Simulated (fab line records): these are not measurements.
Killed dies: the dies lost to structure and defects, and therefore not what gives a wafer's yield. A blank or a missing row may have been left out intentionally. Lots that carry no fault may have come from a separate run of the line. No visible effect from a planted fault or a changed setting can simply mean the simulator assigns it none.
fab line records    flow nand_harc    part 1 of 2: steps 1 to 25 of 38
record: lots: 5  wafers: 15  last_day: 33
route steps=1302 shown P_BONDPAD@381 A_START@389 A_ZERO_WELL@390 A_SOURCE_PLATE@413
lots that met no fault: from a run of the same line without faults
start_h: the number of hours between the record's first day and the start of the first shown wafer of the lot    wait_h: hours since the lot's step before    " identical to the entry in the row above    L1.1+2: a single row standing in for several wafers    - either no value or no given start    * or withheld: withheld    < > ~ a bound
route shown NAME@n: a module of which the file shows steps, and the number in the route of the first    usual: mean/standard deviation taken from wafers without a fault    same: alike in all rows    chamber/n: place in a boat    sites: the reading at each site    _std_site: the standard deviation of these    _edge_site: the outer-site mean with the inner-site mean subtracted    radius_mm: for every site, how far away it sits from the centre of the wafer    mask NAME#n: copy n    behind: the most recent tool/chamber to have shaped the wafer    hold: reason for holding the lot/hours on hold/outcome of the hold    device: transistor that didn't switch, given as n, p or np    end of line: tests run on the same wafers once the route is complete    for a step that has no rows: nothing shown but its recipe    killed: count of dies lost to structure and defects at first sort (not the wafer's yield)    map: dies across one wafer; x = killed, . = not, _ = none there
set.NAME: the setting that was run; set.NAME@STEP: the one run at that earlier step    model.NAME: the simulator's own value behind a step, which no gauge read
a table for each step, a row for each wafer; lots at some steps of the route
services: a tool's chamber out of use, with start hour (start_h, from the record's first day; less than 0 if before it), hours out, and reason
== steps ==
step: NHARC_P_BONDPAD_THK_MEAS_20
recipe: thk_meas_gauge: xrf
usual: thk_nm: 161.4/1.5
lot.wafer  tool           chamber  start_h  wait_h  thk_nm
L084.1     film_metro-02  -        233.07   -       163.1
L084.2     "              -        "        "       161.0
L084.5     "              -        "        "       161.5
L085.1     film_metro-02  -        245.14   -       165.0
L085.4     "              -        "        "       162.9
L085.6     "              -        "        "       162.5
L090.1     film_metro-02  -        296.10   -       160.5
L090.2     "              -        "        "       161.1
L090.3     "              -        "        "       163.9
L096.1     film_metro-01  -        355.82   -       160.4
L096.3     "              -        "        "       163.2
L096.6     "              -        "        "       163.5
L097.2     film_metro-01  -        364.74   -       161.3
L097.4     "              -        "        "       159.8
L097.6     "              -        "        "       162.7
step: NHARC_P_BONDPAD_SRD_21
recipe: time_s: 30  temp_c: 23  dry_time_s: 20  spin_rpm: 1500
lot.wafer   tool          chamber  start_h  wait_h
L084.5+2+1  wet_bench-08  5,0,2    233.11   0.0
L085.6+4+1  wet_bench-10  5,6,7    245.19   0.0
L090.2+3+1  wet_bench-10  5,6,7    296.15   0.1
L096.6+1+3  wet_bench-08  2,5,6    355.86   0.0
L097.6+4+2  wet_bench-10  2,5,7    364.78   0.0
step: NHARC_P_BONDPAD_INSPECT_23
usual: raw_defect_count: 359/130
lot.wafer  tool               chamber  start_h  wait_h  raw_defect_count
L084.1     defect_inspect-01  -        233.27   0.0     349
L084.2     "                  -        "        "       247
L084.5     "                  -        "        "       293
L085.1     defect_inspect-01  -        245.37   0.0     320
L085.4     "                  -        "        "       499
L085.6     "                  -        "        "       412
L090.1     defect_inspect-02  -        296.31   0.0     388
L090.2     "                  -        "        "       536
L090.3     "                  -        "        "       519
L096.1     defect_inspect-02  -        356.04   0.0     706
L096.3     "                  -        "        "       677
L096.6     "                  -        "        "       333
L097.2     defect_inspect-01  -        364.96   0.0     236
L097.4     "                  -        "        "       188
L097.6     "                  -        "        "       172
step: NHARC_P_BONDPAD_ACTIVATE_29
recipe: time_s: 60  n2_flow_sccm: 200  ar_flow_sccm: 0  bias_power_w: 0  chemistry: N2
usual: drypump_motor_current_A: 5.7/0.49  mfc_ar_sccm: 0.015/0.015  n2_flow_sccm: 200.0/0.62  oes_product_au: 0.998/0.01  rf_vpp_V: 64.4/0.81  showerhead_plenum_p_Torr: 1.83/0.052
lot.wafer  tool         chamber  start_h  wait_h  drypump_motor_current_A  mfc_ar_sccm  n2_flow_sccm  oes_product_au  rf_hours_counter_h  rf_vpp_V  showerhead_plenum_p_Torr
L084.1     rie_diel-04  1        233.36   0.1     5.3                      0.004        198.9         0.991           3                   63.5      1.87
L084.2     "            2        "        "       5.2                      0.015        200.3         1.000           3                   64.8      1.90
L084.5     "            3        "        "       6.1                      0            199.3         0.989           -                   65.5      1.84
L085.4     rie_diel-05  3        245.44   0.1     5.9                      0.016        200.2         0.991           0                   64.5      1.85
L085.1     "            0        "        "       6.1                      0.029        199.3         1.004           0                   64.8      1.85
L085.6     "            2        "        "       5.0                      0            199.4         0.989           -                   63.0      1.85
L090.3     rie_diel-01  2        296.39   0.1     4.9                      0.037        200.4         1.010           6                   64.2      1.75
L090.2     "            3        "        "       5.8                      0.026        199.6         0.985           6                   63.4      1.78
L090.1     "            0        "        "       6.4                      0.018        200.4         0.988           7                   65.2      1.80
L096.3     rie_diel-05  3        356.13   0.1     5.9                      0.016        198.7         0.981           3                   64.3      1.85
L096.1     "            0        "        "       6.1                      0.029        199.7         0.997           2                   62.8      1.85
L096.6     "            1        "        "       5.7                      0.009        200.0         0.995           -                   64.2      1.79
L097.2     rie_diel-04  3        365.03   0.1     6.1                      0            199.5         0.998           0                   63.8      1.84
L097.4     "            1        "        "       5.4                      0.004        200.2         1.002           0                   65.2      1.87
L097.6     "            3        "        "       6.1                      0            199.5         1.000           -                   65.1      1.84
step: NHARC_P_BONDPAD_PRECLEAN_30
recipe: time_s: 300  temp_c: 23  chemistry: DIW
lot.wafer   tool          chamber  start_h  wait_h
L084.5+2+1  wet_bench-10  5,6,7    233.50   0.1
L085.6+4+1  wet_bench-08  5,6,1    245.60   0.1
L090.2+1+3  wet_bench-10  4,6,1    296.54   0.1
L096.1+6+3  wet_bench-08  5,6,0    356.26   0.1
L097.4+6+2  wet_bench-10  0,1,2    365.18   0.1
step: NHARC_P_BONDPAD_SRD_31
recipe: time_s: 30  temp_c: 23  dry_time_s: 20  spin_rpm: 1500
lot.wafer   tool          chamber  start_h  wait_h
L084.5+2+1  wet_bench-10  5,6,7    -        -
L085.6+4+1  wet_bench-08  5,6,1    -        -
L090.2+1+3  wet_bench-10  4,6,1    -        -
L096.1+6+3  wet_bench-08  5,6,0    -        -
L097.4+6+2  wet_bench-10  0,1,2    -        -
step: NHARC_A_START_INSPECT_01
usual: raw_defect_count: 3.4/1.8
lot.wafer  tool               chamber  start_h  wait_h  raw_defect_count
L084.1     defect_inspect-01  -        233.74   -       3
L084.2     "                  -        "        "       5
L084.5     "                  -        "        "       0
L085.1     defect_inspect-01  -        245.84   -       4
L085.4     "                  -        "        "       8
L085.6     "                  -        "        "       3
L090.1     defect_inspect-01  -        296.79   -       3
L090.2     "                  -        "        "       4
L090.3     "                  -        "        "       3
L096.1     defect_inspect-01  -        356.52   -       1
L096.3     "                  -        "        "       2
L096.6     "                  -        "        "       4
L097.2     defect_inspect-02  -        365.44   -       5
L097.4     "                  -        "        "       3
L097.6     "                  -        "        "       5
step: NHARC_A_ZERO_WELL_PRECLEAN_00
recipe: time_s: 600  temp_c: 120  chemistry: SPM
lot.wafer   tool          chamber  start_h  wait_h
L084.2+1+5  wet_bench-06  1,3,4    233.85   0.1
L085.1+6+4  wet_bench-06  4,6,0    245.93   0.1
L090.2+3+1  wet_bench-03  1,2,4    296.88   0.1
L096.1+6+3  wet_bench-02  4,5,6    356.61   0.1
L097.2+4+6  wet_bench-06  0,2,3    365.53   0.1
step: NHARC_A_ZERO_WELL_SRD_01
lot.wafer   tool          chamber  start_h  wait_h
L084.2+1+5  wet_bench-06  1,3,4    -        -
L085.1+6+4  wet_bench-06  4,6,0    -        -
L090.2+3+1  wet_bench-03  1,2,4    -        -
L096.1+6+3  wet_bench-02  4,5,6    -        -
L097.2+4+6  wet_bench-06  0,2,3    -        -
step: NHARC_A_ZERO_WELL_DEHYDRATE_02
recipe: temp_c: 150  time_s: 120
usual: resist_line_temp_C: 23.01/0.098
lot.wafer  tool            chamber  start_h  wait_h  resist_line_temp_C
L084.1     litho_track-05  0        234.20   -       23.01
L084.2     "               0        "        "       22.88
L084.5     "               0        "        "       23.07
L085.1     litho_track-05  0        246.24   -       23.16
L085.4     "               0        "        "       23.09
L085.6     "               0        "        "       22.99
L090.1     litho_track-02  0        297.19   -       22.89
L090.2     "               0        "        "       22.88
L090.3     "               0        "        "       22.91
L096.1     litho_track-07  0        356.92   -       23.11
L096.3     "               0        "        "       22.97
L096.6     "               0        "        "       22.96
L097.2     litho_track-05  0        365.84   -       23.09
L097.4     "               0        "        "       23.02
L097.6     "               0        "        "       22.96
step: NHARC_A_ZERO_WELL_HMDS_03
recipe: time_s: 30
usual: resist_line_temp_C: 22.98/0.1
lot.wafer  tool            chamber  start_h  wait_h  resist_line_temp_C
L084.1     litho_track-05  0        -        -       22.82
L084.2     "               0        "        "       23.00
L084.5     "               0        "        "       22.98
L085.1     litho_track-05  0        -        -       22.98
L085.4     "               0        "        "       22.83
L085.6     "               0        "        "       23.03
L090.1     litho_track-02  0        -        -       22.95
L090.2     "               0        "        "       22.89
L090.3     "               0        "        "       22.89
L096.1     litho_track-07  0        -        -       23.07
L096.3     "               0        "        "       22.91
L096.6     "               0        "        "       23.05
L097.2     litho_track-05  0        -        -       23.07
L097.4     "               0        "        "       22.92
L097.6     "               0        "        "       22.95
step: NHARC_A_ZERO_WELL_COAT_18
recipe: temp_c: 200  time_s: 65
usual: resist_line_temp_C: 23.00/0.094
lot.wafer  tool            chamber  start_h  wait_h  resist_line_temp_C
L084.1     litho_track-05  0        -        -       22.86
L084.2     "               0        "        "       22.92
L084.5     "               0        "        "       23.14
L085.1     litho_track-05  0        -        -       23.10
L085.4     "               0        "        "       23.05
L085.6     "               0        "        "       22.95
L090.1     litho_track-02  0        -        -       23.25
L090.2     "               0        "        "       22.94
L090.3     "               0        "        "       23.10
L096.1     litho_track-07  0        -        -       23.08
L096.3     "               0        "        "       22.94
L096.6     "               0        "        "       23.04
L097.2     litho_track-05  0        -        -       23.05
L097.4     "               0        "        "       23.13
L097.6     "               0        "        "       23.13
step: NHARC_A_ZERO_WELL_COAT_04
recipe: spin_rpm: 2000  resist_thk_nm: 600
usual: resist_line_temp_C: 23.01/0.096
lot.wafer  tool            chamber  start_h  wait_h  resist_line_temp_C
L084.1     litho_track-05  0        -        -       23.05
L084.2     "               0        "        "       22.93
L084.5     "               0        "        "       23.10
L085.1     litho_track-05  0        -        -       22.98
L085.4     "               0        "        "       23.12
L085.6     "               0        "        "       23.15
L090.1     litho_track-02  0        -        -       22.95
L090.2     "               0        "        "       23.06
L090.3     "               0        "        "       23.05
L096.1     litho_track-07  0        -        -       23.18
L096.3     "               0        "        "       22.92
L096.6     "               0        "        "       22.96
L097.2     litho_track-05  0        -        -       23.10
L097.4     "               0        "        "       23.05
L097.6     "               0        "        "       22.93
step: NHARC_A_ZERO_WELL_SOFTBAKE_05
recipe: temp_c: 125  time_s: 70
usual: resist_line_temp_C: 23.00/0.11
lot.wafer  tool            chamber  start_h  wait_h  resist_line_temp_C
L084.1     litho_track-05  0        -        -       22.83
L084.2     "               0        "        "       22.94
L084.5     "               0        "        "       22.84
L085.1     litho_track-05  0        -        -       23.03
L085.4     "               0        "        "       23.11
L085.6     "               0        "        "       22.93
L090.1     litho_track-02  0        -        -       22.98
L090.2     "               0        "        "       22.91
L090.3     "               0        "        "       22.78
L096.1     litho_track-07  0        -        -       22.97
L096.3     "               0        "        "       23.02
L096.6     "               0        "        "       23.08
L097.2     litho_track-05  0        -        -       22.97
L097.4     "               0        "        "       22.99
L097.6     "               0        "        "       23.03
step: NHARC_A_ZERO_WELL_EBR_06
usual: resist_line_temp_C: 23.02/0.096
lot.wafer  tool            chamber  start_h  wait_h  resist_line_temp_C
L084.1     litho_track-05  0        -        -       23.00
L084.2     "               0        "        "       23.12
L084.5     "               0        "        "       22.95
L085.1     litho_track-05  0        -        -       22.91
L085.4     "               0        "        "       22.76
L085.6     "               0        "        "       22.93
L090.1     litho_track-02  0        -        -       22.89
L090.2     "               0        "        "       23.03
L090.3     "               0        "        "       23.02
L096.1     litho_track-07  0        -        -       22.95
L096.3     "               0        "        "       22.93
L096.6     "               0        "        "       22.95
L097.2     litho_track-05  0        -        -       22.97
L097.4     "               0        "        "       23.09
L097.6     "               0        "        "       23.00
step: NHARC_A_ZERO_WELL_EXPOSE_07
recipe: na: 0.55  dose_mj: 33.85  mask_id: A_ZERO
lot.wafer   tool            chamber  start_h  wait_h  mask
L084.1+2+5  krf_scanner-02  0        234.49   -       A_ZERO#0
L085.1+4+6  krf_scanner-04  0        246.53   -       A_ZERO#0
L090.1+2+3  krf_scanner-04  0        297.35   -       A_ZERO#0
L096.1+3+6  krf_scanner-02  0        357.21   -       A_ZERO#0
L097.2+4+6  krf_scanner-04  0        366.14   -       A_ZERO#0
step: NHARC_A_ZERO_WELL_PEB_08
recipe: peb_temp_c: 128  peb_time_s: 80
usual: resist_line_temp_C: 23.01/0.11
lot.wafer  tool            chamber  start_h  wait_h  resist_line_temp_C
L084.1     litho_track-02  0        234.55   0.1     23.28
L084.2     "               0        "        "       22.93
L084.5     "               0        "        "       23.10
L085.1     litho_track-02  0        246.60   0.1     22.99
L085.4     "               0        "        "       23.10
L085.6     "               0        "        "       22.96
L090.1     litho_track-05  0        297.42   0.1     23.09
L090.2     "               0        "        "       23.03
L090.3     "               0        "        "       23.13
L096.1     litho_track-02  0        357.28   0.1     22.97
L096.3     "               0        "        "       23.17
L096.6     "               0        "        "       23.10
L097.2     litho_track-02  0        366.20   0.1     23.05
L097.4     "               0        "        "       23.08
L097.6     "               0        "        "       22.94
step: NHARC_A_ZERO_WELL_DEVELOP_09
recipe: time_s: 50  dev_temp_c: 22
usual: resist_line_temp_C: 23.03/0.096
lot.wafer  tool            chamber  start_h  wait_h  resist_line_temp_C
L084.1     litho_track-02  0        -        -       23.12
L084.2     "               0        "        "       23.00
L084.5     "               0        "        "       22.98
L085.1     litho_track-02  0        -        -       23.06
L085.4     "               0        "        "       23.02
L085.6     "               0        "        "       22.92
L090.1     litho_track-05  0        -        -       23.12
L090.2     "               0        "        "       23.06
L090.3     "               0        "        "       23.12
L096.1     litho_track-02  0        -        -       22.91
L096.3     "               0        "        "       23.04
L096.6     "               0        "        "       23.02
L097.2     litho_track-02  0        -        -       22.97
L097.4     "               0        "        "       22.87
L097.6     "               0        "        "       22.85
step: NHARC_A_ZERO_WELL_CD_MEAS_10
recipe: target_cd_nm: 2000  landing_energy_ev: 500
usual: cd_nm: 2000.6/2.5
lot.wafer  tool       chamber  start_h  wait_h  cd_nm
L084.1     cd_sem-03  0        234.64   -       1996.1
L084.2     "          0        "        "       2003.8
L084.5     "          0        "        "       2003.8
L085.1     cd_sem-03  0        246.70   -       2001.8
L085.4     "          0        "        "       2001.4
L085.6     "          0        "        "       2004.9
L090.1     cd_sem-03  0        297.50   -       1999.1
L090.2     "          0        "        "       2001.7
L090.3     "          0        "        "       2000.0
L096.1     cd_sem-02  0        357.36   -       2003.5
L096.3     "          0        "        "       2002.7
L096.6     "          0        "        "       2000.1
L097.2     cd_sem-02  0        366.29   -       2004.1
L097.4     "          0        "        "       2003.3
L097.6     "          0        "        "       2000.0
step: NHARC_A_ZERO_WELL_HARDBAKE_11
recipe: temp_c: 118  time_s: 65
usual: resist_line_temp_C: 22.98/0.11
lot.wafer  tool            chamber  start_h  wait_h  resist_line_temp_C
L084.1     litho_track-07  0        234.72   -       23.17
L084.2     "               0        "        "       23.18
L084.5     "               0        "        "       23.13
L085.1     litho_track-07  0        246.78   -       22.69
L085.4     "               0        "        "       23.04
L085.6     "               0        "        "       23.09
L090.1     litho_track-07  0        297.58   -       22.86
L090.2     "               0        "        "       22.90
L090.3     "               0        "        "       23.10
L096.1     litho_track-07  0        357.44   -       23.04
L096.3     "               0        "        "       23.00
L096.6     "               0        "        "       22.85
L097.2     litho_track-07  0        366.37   -       22.98
L097.4     "               0        "        "       22.95
L097.6     "               0        "        "       23.03
step: NHARC_A_ZERO_WELL_DESCUM_12
recipe: time_s: 3  o2_flow_sccm: 200  ar_flow_sccm: 0  bias_power_w: 0  chemistry: O2
usual: drypump_motor_current_A: 5.8/0.39  mfc_ar_sccm: 0.011/0.015  oes_product_au: 1.005/0.0088  rf_vpp_V: 57.8/0.9  showerhead_plenum_p_Torr: 1.90/0.086  throttle_valve_pct: 11.311/0.009
lot.wafer  tool         chamber  start_h  wait_h  drypump_motor_current_A  mfc_ar_sccm  oes_product_au  rf_hours_counter_h  rf_vpp_V  showerhead_plenum_p_Torr  throttle_valve_pct
L084.1     rie_diel-06  3        234.81   -       5.4                      0            1.009           3                   58.7      1.97                      11.311
L084.2     "            0        "        "       5.8                      0.002        0.985           3                   57.4      1.82                      11.299
L084.5     "            3        "        "       5.3                      0            1.016           -                   59.4      1.97                      11.325
L085.4     rie_diel-11  1        246.87   -       6.4                      0            1.000           64                  59.5      1.97                      11.302
L085.1     "            3        "        "       6.3                      0.027        1.001           53                  56.6      1.99                      11.306
L085.6     "            0        "        "       5.3                      0            0.998           -                   59.6      2.06                      11.320
L090.1     rie_diel-06  2        297.66   -       6.0                      0.036        1.018           5                   57.2      1.99                      11.301
L090.2     "            3        "        "       5.4                      0            1.011           5                   59.5      1.97                      11.315
L090.3     "            0        "        "       5.7                      0.002        0.999           4                   57.0      1.82                      11.317
L096.3     rie_diel-13  3        357.52   -       5.2                      0            1.028           1                   57.3      1.82                      11.318
L096.1     "            0        "        "       6.5                      0.038        0.995           1                   57.3      2.04                      11.324
L096.6     "            0        "        "       6.5                      0.038        0.995           -                   57.1      2.04                      11.323
L097.2     rie_diel-06  1        366.44   -       6.0                      0            0.998           2                   56.6      1.86                      11.305
L097.4     "            2        "        "       6.0                      0.036        1.013           2                   57.5      1.99                      11.305
L097.6     "            1        "        "       5.9                      0            0.999           -                   58.0      1.86                      11.315
step: NHARC_A_ZERO_WELL_ETCH_19
recipe: target_depth_a: 800  overetch_a: 240  time_s: 87.88  ion_energy_ev: 200  n2_flow_sccm: 150  h2_flow_sccm: 150  ar_flow_sccm: 0  rf_w: 400  bias_w: 150  chemistry: N2/H2
usual: drypump_motor_current_A: 5.8/0.41  h2_flow_sccm: 149.9/0.44  mfc_ar_sccm: 0.012/0.016  n2_flow_sccm: 150.0/0.42  oes_product_au: 1.007/0.01  rf_vpp_V: 430.2/2.7  showerhead_plenum_p_Torr: 2.03/0.094  throttle_valve_pct: 14.170/0.0095
lot.wafer  tool         chamber  start_h  wait_h  drypump_motor_current_A  h2_flow_sccm  mfc_ar_sccm  n2_flow_sccm  oes_product_au  rf_hours_counter_h  rf_vpp_V  showerhead_plenum_p_Torr  throttle_valve_pct
L084.1     rie_diel-06  2        234.90   0.1     6.0                      150.4         0.036        149.9         1.012           3                   432.5     2.12                      14.162
L084.2     "            3        "        "       5.4                      150.3         0            150.4         1.028           3                   431.1     2.10                      14.171
L084.5     "            0        "        "       5.7                      149.5         0.002        149.7         0.996           -                   427.0     1.94                      14.162
L085.1     rie_diel-11  2        246.96   0.1     5.5                      150.7         0            149.4         1.012           57                  427.5     1.97                      14.167
L085.4     "            3        "        "       6.3                      150.6         0.027        150.5         1.011           53                  431.6     2.12                      14.155
L085.6     "            1        "        "       6.4                      149.6         0            150.4         1.000           -                   430.7     2.10                      14.177
L090.1     rie_diel-06  2        297.74   0.1     6.0                      150.0         0.036        149.6         1.018           5                   432.9     2.12                      14.172
L090.2     "            0        "        "       5.8                      150.2         0.002        150.4         0.995           4                   429.1     1.94                      14.157
L090.3     "            1        "        "       5.9                      150.7         0            149.5         1.014           4                   429.2     1.98                      14.171
L096.3     rie_diel-13  3        357.61   0.1     5.1                      150.2         0            150.2         1.021           1                   427.8     1.94                      14.176
L096.1     "            2        "        "       5.9                      149.2         0.018        150.4         1.025           1                   428.1     1.93                      14.167
L096.6     "            3        "        "       5.1                      149.9         0            149.4         1.020           -                   428.9     1.94                      14.153
L097.2     rie_diel-06  1        366.54   0.1     6.0                      149.7         0            150.0         1.000           2                   429.1     1.98                      14.193
L097.4     "            2        "        "       6.0                      150.5         0.036        150.6         1.005           2                   432.2     2.12                      14.179
L097.6     "            0        "        "       5.7                      149.3         0.002        150.5         1.004           -                   428.3     1.94                      14.163
step: NHARC_A_ZERO_WELL_ETCH_13
recipe: target_depth_a: 1200  time_s: 40.1  hbr_flow_sccm: 150  cl2_flow_sccm: 50  rf_w: 400  icp_w: 400  bias_w: 100  chemistry: HBr/Cl2
usual: drypump_motor_current_A: 5.6/0.32  oes_product_au: 1.000/0.0096  throttle_valve_pct: 26.406/0.0092
lot.wafer  tool       chamber  start_h  wait_h  drypump_motor_current_A  oes_product_au  rf_hours_counter_h  throttle_valve_pct
L084.1     rie_si-01  3        235.00   -       5.6                      1.001           0.3                 26.406
L084.2     "          1        "        "       5.8                      0.989           0.2                 26.399
L084.5     "          0        "        "       5.6                      0.989           -                   26.415
L085.4     rie_si-06  0        247.08   -       5.2                      1.007           1.3                 26.410
L085.1     "          2        "        "       6.1                      0.994           1.0                 26.399
L085.6     "          3        "        "       5.7                      0.983           -                   26.391
L090.2     rie_si-01  1        297.88   -       5.8                      0.998           0.6                 26.417
L090.3     "          2        "        "       6.0                      1.012           0.6                 26.391
L090.1     "          3        "        "       5.6                      1.002           0.6                 26.422
L096.1     rie_si-01  3        357.74   -       5.6                      1.017           1.0                 26.394
L096.3     "          0        "        "       5.6                      0.991           0.9                 26.395
L096.6     "          3        "        "       5.6                      1.001           -                   26.401
L097.4     rie_si-01  0        366.67   -       5.7                      0.997           1.0                 26.405
L097.2     "          1        "        "       5.8                      1.024           1.0                 26.412
L097.6     "          3        "        "       5.6                      1.011           -                   26.401
step: NHARC_A_ZERO_WELL_STRIP_14
recipe: time_s: 900  temp_c: 130  chemistry: SPM
lot.wafer   tool          chamber  start_h  wait_h
L084.5+1+2  wet_bench-06  1,2,3    235.19   -
L085.6+1+4  wet_bench-06  1,2,5    247.24   -
L090.2+1+3  wet_bench-03  7,1,2    298.02   -
L096.1+3+6  wet_bench-03  3,5,6    357.89   -
L097.6+2+4  wet_bench-02  1,3,4    366.81   -
step: NHARC_A_ZERO_WELL_IMPLANT_15
recipe: energy_kev: 150  dose_cm2: 1e+13  tilt_deg: 7
lot.wafer   tool          chamber  start_h  wait_h
L084.1+2+5  implanter-01  0        235.61   0.1
L085.1+4+6  implanter-01  0        247.64   0.1
L090.1+2+3  implanter-01  0        298.42   0.1
L096.1+3+6  implanter-01  0        358.28   0.1
L097.2+4+6  implanter-02  0        367.23   0.1
